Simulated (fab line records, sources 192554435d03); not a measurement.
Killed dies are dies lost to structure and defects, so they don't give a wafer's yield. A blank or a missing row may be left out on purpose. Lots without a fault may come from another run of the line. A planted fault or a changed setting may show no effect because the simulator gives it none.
Chamber matching | flow n5_finfet | N5_ILD0_ALD_15 on ald_sin-01: 4 sister chambers
The step deposits SiNx, target thk 24 nm, pulse time 1 s, ald cycles 480. 8 wafers are shown with their chamber, then 10 later ones without.

WAFERS WITH THEIR CHAMBER
wafer  | chamber | heater_power_w (W) | susceptor_temp_C (C)
L089.3 | 2       | 992                | 399.88
L090.5 | 2       | 990                | 400.37
L090.6 | 3       | 721                | 400.56
L091.1 | 0       | 717                | 399.96
L091.4 | 1       | 700                | 399.78
L091.5 | 3       | 745                | 399.62
L092.1 | 0       | 705                | 399.82
L092.2 | 1       | 682                | 400.06

WAFERS WITHOUT THEIR CHAMBER
wafer  | heater_power_w (W) | susceptor_temp_C (C)
L092.4 | 730                | 400.09
L093.1 | 743                | 399.83
L093.3 | 720                | 400.00
L093.4 | 704                | 400.32
L095.2 | 723                | 400.07
L095.3 | 722                | 399.87
L095.5 | 736                | 400.03
L096.1 | 707                | 400.19
L096.2 | 1009               | 400.11
L096.3 | 729                | 399.98

WHICH CHAMBER EACH WENT THROUGH
wafer  | from the rows above          | in truth
L092.4 | can't be placed: 3 or 0      | 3
L093.1 | can't be placed: 3 or 0      | 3
L093.3 | can't be placed: 0 or 3 or 1 | 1
L093.4 | can't be placed: 0 or 1 or 3 | 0
L095.2 | can't be placed: 3 or 0 or 1 | 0
L095.3 | can't be placed: 0 or 3 or 1 | 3
L095.5 | can't be placed: 3 or 0      | 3
L096.1 | can't be placed: 0 or 1 or 3 | 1
L096.2 | 2                            | 2
L096.3 | can't be placed: 3 or 0      | 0
Placed correctly: 1 of 10. Can't be placed from these rows: 9 (the true chamber is among the candidates in 9). Placed wrongly: 0.
How it was worked out, from the rows above alone: a wafer's distance from a chamber is the root of the sum, over the readings, of the square of ((its reading less the chamber's mean) divided by the reading's scatter). The wafer belongs to the nearest chamber; if the next one is less than 2 further off, it can't be placed. A chamber's mean is the mean of its shown wafers. The scatter: the root of (the sum of the squares of (reading less its chamber's mean) over the shown wafers, divided by (wafers less chambers)).
